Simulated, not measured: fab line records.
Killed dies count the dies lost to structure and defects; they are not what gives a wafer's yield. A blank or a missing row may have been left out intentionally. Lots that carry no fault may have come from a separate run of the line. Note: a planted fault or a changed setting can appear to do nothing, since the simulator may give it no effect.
Lot-split experiment -- flow n5Finfet -- 21 wafers read across 7 lots, on a route 1938 steps long

## ABOUT THE SPLIT
At N5_FIN_SAQP_PECVD_48 (deposits SiNx from SiH4/NH3/N2, target thk 25 nm, time 22.1 s), the setting timeS was moved away from the recipe's 22.1 s on 10 of the 21 wafers read, by -14.0% to +6.4%. This setting was run at the recipe's value on the other wafers.

## FROM THE SPLIT TO THE READING: what the file shows between them, 3 steps
- N5_FIN_SAQP_PECVD_06: deposits a-Si from SiH4/He, target thk 60 nm, time 48.1 s (also split here: timeS)
- N5_FIN_SAQP_HM_DEP_72: deposits SiO2 from SiH4/N2O, target thk 12 nm, time 7.2 s
- N5_FIN_SAQP_MANDREL1_REMOVE_56: chemistry HBr/Cl2/O2, target a-Si, stops on SiNx, bt time 10 s

## THE READING
etch.depthNm (the simulator's own value, which no gauge read), in nm, at N5_FIN_SAQP_ETCH_57 (etches SiNx in CH3F/O2, target depth 32.5 nm, time 46.4 s). The file does not state a usual value for it. The 11 wafers here that ran the recipe average 25.22 nm, standard deviation 0.37 nm.

wafer,"tool, chamber at the split","timeS as run, s",against the recipe,"etch.depthNm, nm",against lot-mates on the recipe
L077.1,"pecvd-04, 1",20.11,-9.0%,22.18,-2.58
L077.4,"pecvd-04, 2",20.11,-9.0%,22.63,-2.13
L077.5,"pecvd-04, 1",22.1,recipe,24.76,-
L081.2,"pecvd-02, 0",22.1,recipe,24.75,-
L081.4,"pecvd-02, 0",22.1,recipe,25.11,-
L081.6,"pecvd-02, 2",22.1,recipe,25.42,-
L083.2,"pecvd-02, 0",23.52,+6.4%,26.76,+1.03
L083.5,"pecvd-02, 2",23.52,+6.4%,27.3,+1.57
L083.6,"pecvd-02, 1",22.1,recipe,25.73,-
L084.2,"pecvd-04, 0",22.1,recipe,24.72,-
L084.3,"pecvd-04, 1",19.61,-11.3%,21.93,-2.79
L084.4,"pecvd-04, 0",19.61,-11.3%,21.99,-2.73
L086.3,"pecvd-02, 1",21.15,-4.3%,23.72,-1.65
L086.4,"pecvd-02, 0",21.15,-4.3%,24.11,-1.26
L086.5,"pecvd-02, 2",22.1,recipe,25.37,-
L089.1,"pecvd-02, 0",22.1,recipe,25.25,-
L089.5,"pecvd-02, 2",22.1,recipe,25.15,-
L089.6,"pecvd-02, 0",22.1,recipe,25.9,-
L097.1,"pecvd-04, 2",19,-14.0%,21.99,-3.23
L097.3,"pecvd-04, 0",22.1,recipe,25.22,-
L097.6,"pecvd-04, 0",19,-14.0%,22.08,-3.14

FIT RESULTS
A straight line over all 21 wafers: etch.depthNm changes by +0.265 nm for each +1% of timeS; r = +0.97; the points scatter about the line by 0.4 nm.
The same after taking each lot's own level away (the mean of its wafers on the recipe; 21 wafers): +0.234 nm for each +1%; r = +0.98; scatter 0.27 nm.
The reading moves by 3.3 nm for the largest change in timeS, on that fit.
From 24.720 to 25.730 nm: that is the span of the lots' own levels, equal to 2.7 times the standard deviation above.
Thus the slope moves with the lot-to-lot level: the two fits are different.
Check: for one of the wafers moved furthest among these (-14.0%), held out of the fit, the line's prediction against its lot-mates is -3.41 nm. It came out at -3.23 nm against them.

## OTHER SPLITS ON THESE WAFERS
Other splits were also applied to these wafers ahead of the reading. Each is held against what the fit with the lots' levels taken away leaves over:
other split on the same wafers,wafers away from the commonest value,r with etch.depthNm (lot level and that fit taken away)
N5_PMOS_HMC_CHANNEL_EPI_PEB_07 pebTempC,5,-0.02
N5_PMOS_HMC_CHANNEL_EPI_DEVELOP_08 developTimeS,6,-0.25
N5_FIN_SAQP_PECVD_06 timeS,3,-0.11

## THE WHOLE CHAIN: every reading that the file lists as answering this split, in the file's order
step,what it does,reading,change (the file's fit),r (the file's)
N5_FIN_SAQP_PECVD_48,"deposits SiNx from SiH4/NH3/N2, target thk 25 nm, time 22.1 s","SiNx_of_FIN_SAQP_PECVD_48.thkNm (the simulator's own value, which no gauge read)",+0.238 nm for each +1% of the setting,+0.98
N5_FIN_SAQP_ETCH_57,"etches SiNx in CH3F/O2, target depth 32.5 nm, time 46.4 s",etchRfOnTimeS,withheld for each +1% of the setting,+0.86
N5_FIN_SAQP_ETCH_57,"etches SiNx in CH3F/O2, target depth 32.5 nm, time 46.4 s","etch.depthNm (the simulator's own value, which no gauge read)",+0.24 nm for each +1% of the setting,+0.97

## THE FILE'S OWN FIT
etch.depthNm changes by +0.24 nm for each +1% of timeS, r = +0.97.
